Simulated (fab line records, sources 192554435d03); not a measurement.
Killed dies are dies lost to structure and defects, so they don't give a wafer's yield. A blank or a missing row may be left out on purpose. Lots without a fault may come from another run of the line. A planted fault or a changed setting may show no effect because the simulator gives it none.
fab line records | flow n5_finfet
record lots=6 wafers=18 last_day=16
route steps=1938 shown SD_EPI_P@324 SD_ACTIVATION@330 ILD0@335 BEOL_M4@1111 PASSIVATION@1936
lots that met no fault: from a run of the same line without faults
start_h: hours from the record's first day to the start of the lot's first wafer shown | wait_h: hours since the lot's step before | " the same as in the row above | L1.1+2: a row that stands for several wafers | - no value, or no start given | * or withheld: withheld | < > ~ a bound
route shown NAME@n: a module of which the file shows steps, and the number in the route of the first | usual: mean/standard deviation of fault-free wafers | same: alike in all rows | chamber/n: place in a boat | sites: the reading at each site | _std_site: their standard deviation | _edge_site: outer sites' mean less inner sites' | radius_mm: how far each site lies from the wafer's centre | mask NAME#n: copy n | behind: the tool/chamber that last shaped the wafer | hold: why the lot was held/for how many hours/how that ended | device: the transistor (n, p or np) that didn't switch | end of line: the same wafers' tests at the end of the route | a step without rows: its recipe alone | killed: dies lost to structure and defects at the first sort, not the wafer's yield | map: a wafer's dies, x killed, . not, _ none there
set.NAME: the setting as run; set.NAME@STEP: as run at that earlier step | model.NAME: the simulator's own value behind a step, which no gauge read
lots at some steps of the route; a table a step, a row a wafer
services: from which hour (start_h, from the record's first day; less than 0 if before it) a tool's chamber was out of use, for how many hours, and why
## steps
# step N5_SD_EPI_P_SRD_49
# recipe dry=ipa_marangoni time_s=30 temp_c=23 rinse_liquid=diw
# step N5_SD_EPI_P_PRECLEAN_24
# recipe chemistry=O3/DIW time_s=45 temp_c=22 o3_ppm=10
# step N5_SD_EPI_P_PRECLEAN_32
# recipe chemistry=dHF time_s=10 dilution=500:1 temp_c=25
# step N5_SD_EPI_P_PRECLEAN_33
# recipe chemistry=SC2 time_s=45 temp_c=35 mix=1:1:50
# step N5_SD_EPI_P_SRD_25
# recipe time_s=30 temp_c=23 rinse_liquid=diw dry=ipa_marangoni
# step N5_SD_EPI_P_INSPECT_26
# recipe inspect_instrument=darkfield mode=post_epi
# usual raw_defect_count=179/39
# columns lot.wafer tool chamber start_h wait_h raw_defect_count
L886.3 defect_inspect-01 - 88.05 0.0 145
L886.4 " - " " 136
L886.6 " - " " 105
L890.2 defect_inspect-01 - 117.17 0.0 145
L890.5 " - " " 154
L890.6 " - " " 114
L891.3 defect_inspect-02 - 122.25 0.0 207
L891.5 " - " " 248
L891.6 " - " " 199
L892.1 defect_inspect-02 - 128.26 0.0 154
L892.4 " - " " 152
L892.5 " - " " 184
L897.1 defect_inspect-02 - 157.36 0.0 258
L897.4 " - " " 209
L897.6 " - " " 172
L902.1 defect_inspect-02 - 186.66 0.0 246
L902.3 " - " " 219
L902.6 " - " " 273
# step N5_SD_ACTIVATION_RTA_00
# recipe temp_c=975 time_s=0 ambient=N2 idle_temp_c=600 ramp_up_c_per_s=150 ramp_down_c_per_s=60 cool_to_c=600
# usual lamp_power_pct=8.95/0.05 lamp_zone_7_pct=9.35/0.032 wafer_temp_C_max=975.1/2
# columns lot.wafer tool chamber start_h wait_h lamp_power_pct lamp_zone_7_pct wafer_temp_C_max
L886.3 rtp_anneal-01 0 88.14 0.1 8.97 9.31 973.8
L886.4 " 0 " " 8.94 9.35 975.0
L886.6 " 0 " " 8.97 9.34 971.8
L890.2 rtp_anneal-01 0 117.22 0.1 8.97 9.30 976.5
L890.5 " 0 " " 8.95 9.35 974.9
L890.6 " 0 " " 8.91 9.39 975.4
L891.3 rtp_anneal-02 0 122.51 0.3 8.88 9.39 972.9
L891.5 " 0 " " 8.91 9.36 978.3
L891.6 " 0 " " 8.94 9.35 974.7
L892.1 rtp_anneal-01 0 128.63 0.4 8.96 9.32 976.0
L892.4 " 0 " " 8.96 9.35 976.5
L892.5 " 0 " " 8.81 9.31 976.2
L897.1 rtp_anneal-02 0 157.39 0.0 8.98 9.38 972.8
L897.4 " 0 " " 8.92 9.35 976.0
L897.6 " 0 " " 8.98 9.33 974.2
L902.1 rtp_anneal-01 0 186.68 0.0 9.02 9.30 974.5
L902.3 " 0 " " 8.97 9.32 973.7
L902.6 " 0 " " 8.91 9.35 980.4
# step N5_SD_ACTIVATION_LSA_01
# recipe temp_c=1080 time_s=0.0008 ambient=N2
# usual wafer_temp_C_max=1085.0/1.4
# columns lot.wafer tool chamber start_h wait_h wafer_temp_C_max
L886.3 laser_anneal-01 0 88.34 0.2 1083.8
L886.4 " 0 " " 1084.1
L886.6 " 0 " " 1084.4
L890.2 laser_anneal-01 0 117.43 0.2 1085.5
L890.5 " 0 " " 1085.3
L890.6 " 0 " " 1084.0
L891.3 laser_anneal-02 0 122.71 0.2 1086.4
L891.5 " 0 " " 1089.2
L891.6 " 0 " " 1085.3
L892.1 laser_anneal-01 0 128.83 0.2 1084.4
L892.4 " 0 " " 1085.3
L892.5 " 0 " " 1084.4
L897.1 laser_anneal-02 0 157.59 0.2 1084.5
L897.4 " 0 " " 1086.7
L897.6 " 0 " " 1085.4
L902.1 laser_anneal-01 0 186.88 0.2 1084.7
L902.3 " 0 " " 1084.4
L902.6 " 0 " " 1085.3
# step N5_SD_ACTIVATION_RS_MEAS_03
# recipe thk_meas_gauge=four-point-probe
# usual RS_SD_N=21.9/0.38 RS_SD_P=56.0/1.1
# columns lot.wafer tool chamber start_h wait_h RS_SD_N[ohm/sq] RS_SD_P[ohm/sq]
L886.3 film_metro-01 - 88.52 0.2 22.3 56.7
L886.4 " - " " 21.9 56.9
L886.6 " - " " 22.6 54.9
L890.2 film_metro-01 - 117.63 0.2 21.8 55.5
L890.5 " - " " 21.5 56.1
L890.6 " - " " 22.2 56.2
L891.3 film_metro-02 - 122.91 0.2 22.2 54.4
L891.5 " - " " 22.2 54.5
L891.6 " - " " 22.2 54.0
L892.1 film_metro-01 - 129.04 0.2 22.5 54.0
L892.4 " - " " 22.4 54.8
L892.5 " - " " 22.7 54.5
L897.1 film_metro-02 - 157.79 0.2 21.6 56.7
L897.4 " - " " 22.1 57.0
L897.6 " - " " 21.6 57.7
L902.1 film_metro-01 - 187.09 0.2 21.8 55.0
L902.3 " - " " 21.9 54.5
L902.6 " - " " 21.7 54.9
# step N5_SD_ACTIVATION_INSPECT_02
# recipe inspect_instrument=darkfield mode=post_anneal
# usual raw_defect_count=176/36
# columns lot.wafer tool chamber start_h wait_h raw_defect_count
L886.3 defect_inspect-01 - 88.81 0.1 131
L886.4 " - " " 136
L886.6 " - " " 112
L890.2 defect_inspect-01 - 117.94 0.2 146
L890.5 " - " " 152
L890.6 " - " " 103
L891.3 defect_inspect-02 - 123.19 0.1 205
L891.5 " - " " 246
L891.6 " - " " 208
L892.1 defect_inspect-02 - 129.36 0.2 172
L892.4 " - " " 170
L892.5 " - " " 178
L897.1 defect_inspect-02 - 158.11 0.2 261
L897.4 " - " " 208
L897.6 " - " " 189
L902.1 defect_inspect-01 - 187.41 0.2 222
L902.3 " - " " 194
L902.6 " - " " 237
# step N5_ILD0_LINER_00
# recipe material=SiNx target_thk_a=40 temp_c=400 ald_precursor_family=SiH2I2 ald_co_reactant=N2/H2-plasma pulse_time_s=1 purge_time_s=2 co_reactant_purge_time_s=2 ald_cycles=80 pressure_torr=2
# usual heater_power_w=844/110 precursor_pulse_height_rel=1.001/0.018
# same co_reactant_purge_time_s=2
# columns lot.wafer tool chamber start_h wait_h heater_power_w precursor_pulse_height_rel
L886.3 ald_sin-04 2 89.02 0.2 967 0.998
L886.4 " 3 " " 785 0.994
L886.6 " 1 " " 775 0.982
L890.2 ald_sin-01 1 118.11 0.2 875 0.996
L890.5 " 2 " " 1057 1.013
L890.6 " 3 " " 837 1.032
L891.3 ald_sin-01 3 123.52 0.3 855 0.990
L891.5 " 1 " " 869 0.975
L891.6 " 2 " " 1058 1.022
L892.1 ald_sin-01 3 129.64 0.3 836 0.971
L892.4 " 0 " " 632 0.980
L892.5 " 2 " " 1070 0.999
L897.1 ald_sin-01 2 158.15 0.0 1108 1.021
L897.4 " 0 " " 633 0.981
L897.6 " 0 " " 632 1.024
L902.1 ald_sin-01 0 187.53 0.1 640 1.002
L902.3 " 2 " " 1103 0.967
L902.6 " 0 " " 627 0.979
# step N5_ILD0_FCVD_FILL_01
# recipe material=SiO2_flowable target_thk_a=2000 temp_c=100 pressure_torr=0.8 rf_w=2000 time_s=328.3
# columns lot.wafer tool chamber start_h wait_h
L886.3+4+6 fcvd-01 0,1,1 89.56 0.3
L890.2+5+6 fcvd-02 1 118.64 0.3
L890.2+5+6 fcvd-02 1 119.55 0.8
L891.3+5+6 fcvd-02 0,0,1 124.05 0.3
L891.3+5+6 fcvd-02 0,0,1 124.60 0.4
L892.1+4+5 fcvd-02 0 130.07 0.2
L897.1+4+6 fcvd-02 1,1,0 158.57 0.2
L902.1+3+6 fcvd-02 0 187.95 0.2
# step N5_ILD0_CURE_02
# recipe temp_c=450 time_s=1800 ambient=steam idle_temp_c=400 ramp_up_c_per_min=5 ramp_down_c_per_min=3 densification_p_h2o_torr=640
# step N5_ILD0_CMP_03
# recipe stop_on=SiNx t_overpolish_s=1.9 post_cmp_clean=alkaline_brush down_force_psi=4.1491 platen_rpm=51.796 pad_velocity_m_s=1.0306 target_thk_nm=197.38
# usual motor_current_A=12.6/1.2 overpolish_run_s=1.900/0.0095 time_to_endpoint_s=70/4.8
# columns lot.wafer tool chamber start_h wait_h motor_current_A overpolish_run_s time_to_endpoint_s model.SiO2_flowable_of_ILD0_FCVD_FILL_01.thk_nm
L886.3 cmp-03 3 91.40 0.0 11.0 1.902 71 195.2
L886.4 " 1 " " 12.2 1.922 66 196.2
L886.6 " 3 " " 11.4 1.902 72 197.6
L890.2 cmp-02 0 121.98 0.3 12.3 1.901 146 200.6
L890.6 " 3 " " 11.8 1.905 139 198
L890.5 " 0 " " 12.6 1.901 145 199.2
L891.3 cmp-02 3 126.62 0.1 12.5 1.893 139 197.6
L891.5 " 0 " " 12.5 1.912 149 199.2
L891.6 " 1 " " 13.4 1.889 134 197.4
L892.1 cmp-03 3 132.09 0.1 11.3 1.902 77 198
L892.4 " 0 " " 15.2 1.913 60 195.6
L892.5 " 2 " " 12.8 1.910 66 196.8
L897.4 cmp-02 2 160.51 0.0 11.0 1.913 68 197.4
L897.1 " 3 " " 12.5 1.894 72 198.4
L897.6 " 3 " " 12.3 1.895 76 197.8
L902.3 cmp-03 1 189.93 0.1 11.2 1.897 65 197.4
L902.1 " 3 " " 11.2 1.915 72 199.6
L902.6 " 1 " " 11.9 1.896 65 197.6
# step N5_ILD0_THK_MEAS_04
# usual thk_nm=197.1/1.3
# columns lot.wafer tool chamber start_h wait_h thk_nm
L886.3 film_metro-02 - 91.69 - 196.4
L886.4 " - " " 196.2
L886.6 " - " " 197.5
L890.2 film_metro-01 - 122.23 - 200.8
L890.5 " - " " 199.3
L890.6 " - " " 198.1
L891.3 film_metro-01 - 126.81 0.2 198.7
L891.5 " - " " 199.3
L891.6 " - " " 197.4
L892.1 film_metro-02 - 132.31 - 198.4
L892.4 " - " " 195.7
L892.5 " - " " 196.6
L897.1 film_metro-02 - 160.81 - 198.6
L897.4 " - " " 197.5
L897.6 " - " " 198.0
L902.1 film_metro-02 - 190.19 - 199.7
L902.3 " - " " 197.3
L902.6 " - " " 197.6
# step N5_BEOL_M4_RC_MEAS_101
# usual DIBL_N=36.9/2.1 DIBL_P=37.1/2.5 IOFF_N=0.17/0.039 IOFF_P=0.23/0.043 ION_N=673/15 ION_P=462/9.1 SS_N=71.8/0.69 SS_P=73.6/0.74 VT_N=250/3.6 VT_P=-249.7/2.9
# columns lot.wafer tool chamber start_h wait_h DIBL_N[mV/V] DIBL_P[mV/V] IOFF_N[nA/um] IOFF_P[nA/um] ION_N[uA/um] ION_P[uA/um] SS_N[mV/dec] SS_P[mV/dec] VT_N[mV] VT_P[mV]
L886.3 prober-01 0 196.06 0.3 38.3 36.5 0.16 0.22 658 450 72.4 74.1 251 -251.2
L886.4 " 0 " " 37.4 36.7 0.14 0.22 657 462 71.4 73.4 253 -248.2
L886.6 " 0 " " 36.7 35.7 0.13 0.21 648 461 71.1 72.9 252 -249.5
L890.2 prober-01 0 224.87 0.2 36.7 35.3 0.14 0.21 675 467 71.2 73.8 256 -251.4
L890.5 " 0 " " 39.5 38.2 0.20 0.27 696 471 72.6 74.0 248 -247.0
L890.6 " 0 " " 38.9 37.7 0.18 0.25 657 451 72.2 74.4 250 -247.9
L891.3 prober-02 0 230.44 0.3 38.0 35.9 0.20 0.23 667 459 72.6 73.9 250 -248.9
L891.5 " 0 " " 37.6 38.5 0.20 0.27 691 482 71.8 73.8 245 -248.6
L891.6 " 0 " " 35.7 36.4 0.14 0.23 645 460 71.6 74.0 254 -250.9
L892.1 prober-01 0 241.76 0.0 37.3 37.2 0.17 0.24 664 458 72.1 73.9 249 -249.1
L892.4 " 0 " " 36.7 35.8 0.16 0.23 668 461 71.4 73.7 253 -248.0
L892.5 " 0 " " 34.3 33.6 0.13 0.18 650 452 71.6 73.0 256 -253.1
L897.1 prober-01 0 272.38 0.0 35.6 33.3 0.11 0.16 637 440 71.7 72.4 257 -256.5
L897.4 " 0 " " 40.6 42.5 0.23 0.30 701 477 72.6 74.8 246 -244.5
L897.6 " 0 " " 37.4 37.2 0.16 0.21 679 461 71.4 73.2 250 -250.5
L902.1 prober-01 0 299.41 0.0 34.9 35.0 0.15 0.21 673 461 71.7 73.4 250 -247.6
L902.3 " 0 " " 37.7 37.8 0.22 0.28 680 468 72.5 74.2 245 -246.1
L902.6 " 0 " " 35.2 35.1 0.17 0.23 676 471 71.3 73.2 247 -246.1
# step N5_PASSIVATION_PROBE_49
# usual defect_limited_yield=91.3/1.4 killed_at_M0_to_M3=32/9.5 killed_at_M4_up=14/5.2 killed_at_contacts=13/5.7 killed_at_front_end=41/12 killed_at_other=3.5/2.6 killed_dies=103/17 killed_open=68/14 killed_short=32/7 sort_bin_5_function=5.0/0.91 sort_bin_6_memory=3.3/0.7 sort_bin_8_speed=0.03/0.22 sort_n_pass=1076/17 sort_yield_pct=91.2/1.4
# same gross_dies=1180 killed_at_back_side=0 sort_bin_4_leakage[%]=0
# columns lot.wafer tool chamber start_h wait_h defect_limited_yield[%] killed_at_M0_to_M3 killed_at_M4_up killed_at_contacts killed_at_front_end killed_at_other killed_dies killed_open killed_short sort_bin_5_function[%] sort_bin_6_memory[%] sort_bin_8_speed[%] sort_n_pass sort_yield_pct[%]
L890.2 prober-02 - 331.30 0.1 89.8 30 17 15 53 5 120 74 44 6.8 3.0 0 1060 89.8
L890.5 prober-02 - 331.45 0.2 91.4 21 16 10 54 1 102 56 45 4.7 3.4 0 1078 91.4
L890.6 prober-02 - 331.50 0.3 92.7 18 8 15 43 2 86 56 28 3.9 3.1 0 1094 92.7
# killed by level:class
L890.2 FIN_SAQP:geometric_particle:open=19 BEOL_M4:geometric_particle:open=12 FIN_SAQP:geometric_particle:short=11 MOL_CONTACT_COAG:geometric_particle:open=11 STI_FIN_REVEAL:geometric_particle:open=9 BEOL_M0_SAQP:geometric_particle:short=8 BEOL_M0_SAQP:geometric_particle:open=6 BEOL_M2:geometric_particle:open=4
L890.5 FIN_SAQP:geometric_particle:open=19 FIN_SAQP:geometric_particle:short=16 MOL_CONTACT_COAG:geometric_particle:open=8 BEOL_M4:geometric_particle:open=8 BEOL_M0_SAQP:geometric_particle:short=5 BEOL_M2:geometric_particle:short=5 BEOL_M0_SAQP:geometric_particle:open=4 STARTING-WAFER:geometric_particle:short=4
L890.6 FIN_SAQP:geometric_particle:open=16 MOL_CONTACT_COAG:geometric_particle:open=14 FIN_SAQP:geometric_particle:short=8 GATE_CUT:geometric_particle:short=6 BEOL_M3:geometric_particle:short=4 BEOL_M4:geometric_particle:open=4 STI_FIN_REVEAL:geometric_particle:open=3 BEOL_M0:geometric_particle:open=3
## services
# columns tool chamber start_h hours kind
cmp-02 - 73.44 1.1 repair
cmp-02 - 78.33 5.5 pm
ald_sin-01 - 85.25 14.0 pm
ald_sin-01 0 85.25 14.0 vent_cycle
ald_sin-01 1 85.25 14.0 vent_cycle
ald_sin-01 2 85.25 14.0 vent_cycle
ald_sin-01 3 85.25 14.0 vent_cycle
fcvd-01 - 90.55 0.8 repair
cmp-02 - 92.31 1.2 repair
fcvd-02 0 92.79 16.7 repair
ald_sin-04 0 94.13 16.4 repair
ald_sin-01 - 99.25 14.6 pm
ald_sin-01 0 99.25 - clean
ald_sin-01 1 99.25 - clean
cmp-03 - 113.53 4.0 pm
cmp-03 - 139.67 0.7 repair
cmp-03 - 143.34 0.6 repair
cmp-02 - 154.51 1.9 repair
fcvd-02 - 180.25 1.0 repair
cmp-03 - 181.47 0.4 repair
laser_anneal-02 - 182.52 0.8 repair
cmp-03 - 186.22 2.4 repair
laser_anneal-02 - 188.28 4.9 pm
cmp-03 - 188.99 0.4 repair
## key
first_sign step=N5_ILD0_FCVD_FILL_01 reading=visit direction=added
effect step=N5_ILD0_CMP_03 reading=time_to_endpoint_s direction=up sigmas=15 usual=* struck=*
model_effect step=N5_ILD0_CMP_03 value=SiO2_flowable_of_ILD0_FCVD_FILL_01.thk_nm without=197 struck=198.7
met_at N5_ILD0_FCVD_FILL_01
struck_wafers L890.2,L890.5,L890.6,L891.3,L891.5,L891.6
fault kind=repeated_step_whole tool=fcvd-01,fcvd-02 chamber=- onset_h=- steps=N5_ILD0_FCVD_FILL_01 times=1 scope=struck_lots_only
